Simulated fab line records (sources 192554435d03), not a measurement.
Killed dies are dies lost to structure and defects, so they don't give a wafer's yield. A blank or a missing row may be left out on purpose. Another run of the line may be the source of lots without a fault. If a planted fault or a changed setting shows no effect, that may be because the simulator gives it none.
3 desks, one fault ; flow n5_finfet ; each desk holds nothing but its own numbers, with what lay behind them at the end

== THE DEFECT DESK ==
What the inspections along the route counted, lot by lot: means of the sampled wafers that have a number. The brackets show how far a lot's mean lies from the usual mean; more than 4 standard deviations puts the lot out of limits, marked OUT.
Columns: A = raw_defect_count at N5_BEOL_M6_INSPECT_13, usual 418
lot;first seen here;A
L430;day 10 03:02;414
L439;day 12 03:03;505
L441;day 12 06:44;295
L447;day 13 23:16;476
L449;day 14 02:53;357
L451;day 15 05:54;379
This desk's finding: nothing out of limits on any of the 6 lots.

== AT THE METROLOGY DESK ==
Lot by lot, what the gauges showed, no matter which tool ran the lot: averages of those sampled wafers that carry a number. The brackets show how far a lot's mean lies from the usual mean; more than 4 standard deviations puts the lot out of limits, marked OUT.
Columns: A = cd_nm at N5_BEOL_M6_CD_MEAS_11, usual 38.2 nm; B = M6_OVL at N5_BEOL_M6_OVL_MEAS_12, usual 0.1 nm
lot;first seen here;A;B
L430;day 10 02:58;37.6;0.2
L439;day 12 02:59;38.1;0.7
L441;day 12 06:41;38.3;-0.1
L447;day 13 23:12;37.9;0.2
L449;day 14 02:50;38.6;0.5
L451;day 15 05:50;37.3;-0.5
This desk's finding: nothing out of limits on any of the 6 lots.

== DESK OF THE TOOL OWNER: rie_diel-05 ==
The tool's own readings at N5_BEOL_M6_ETCH_62 (etches SOC in N2/H2, target depth 110 nm, overetch 22 nm, time 165 s): means of the sampled wafers that have a number, for each lot that ran on this tool. The brackets show how far a lot's mean lies from the usual mean; more than 4 standard deviations puts the lot out of limits, marked OUT.
Columns: A = bias_w at N5_BEOL_M6_ETCH_62, usual 150.0 W; B = drypump_motor_current_A at N5_BEOL_M6_ETCH_62, usual 5.8 A; C = h2_flow_sccm at N5_BEOL_M6_ETCH_62, usual 200.1 sccm; D = oes_product_au at N5_BEOL_M6_ETCH_62, usual 0.66 a.u.; E = rf_vpp_V at N5_BEOL_M6_ETCH_62, usual 524.8 V; F = showerhead_plenum_p_Torr at N5_BEOL_M6_ETCH_62, usual 2.57 Torr; G = throttle_valve_pct at N5_BEOL_M6_ETCH_62, usual 17.87 %
lot;first seen here;A;B;C;D;E;F;G
L439;day 12 03:10;175.1 (+56) OUT;6.2;200.7;0.73;580.8 (+20) OUT;2.64;17.89
L441;day 12 07:26;174.6 (+55) OUT;5.7;200.3;0.60;575.9 (+18) OUT;2.55;18.04
This desk's finding: out of limits on L439, L441; first on L439, day 12 03:10 (bias_w at N5_BEOL_M6_ETCH_62). In limits: none.

== BROUGHT TOGETHER ==
At day 12 03:10, on L439, L441, the tool owner's desk was in a position to raise an alarm.
Nothing the defect desk looked at was out of limits.
At the metrology desk, nothing out of limits was observed.
The defect desk has L439, L441 on record, within its limits.
The metrology desk holds a record of L439, L441, inside its limits.
On rie_diel-05, each named lot ran N5_BEOL_M6_ETCH_62.

== WHAT HAD BEEN PUT IN BY THE SIMULATOR ==
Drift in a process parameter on rie_diel-05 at N5_BEOL_M6_ETCH_62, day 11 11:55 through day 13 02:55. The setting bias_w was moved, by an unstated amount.
Lots struck among those shown: L439, L441.
How many hours passed from the start of the fault until each desk's first out-of-limits reading: the tool owner's desk, 15.
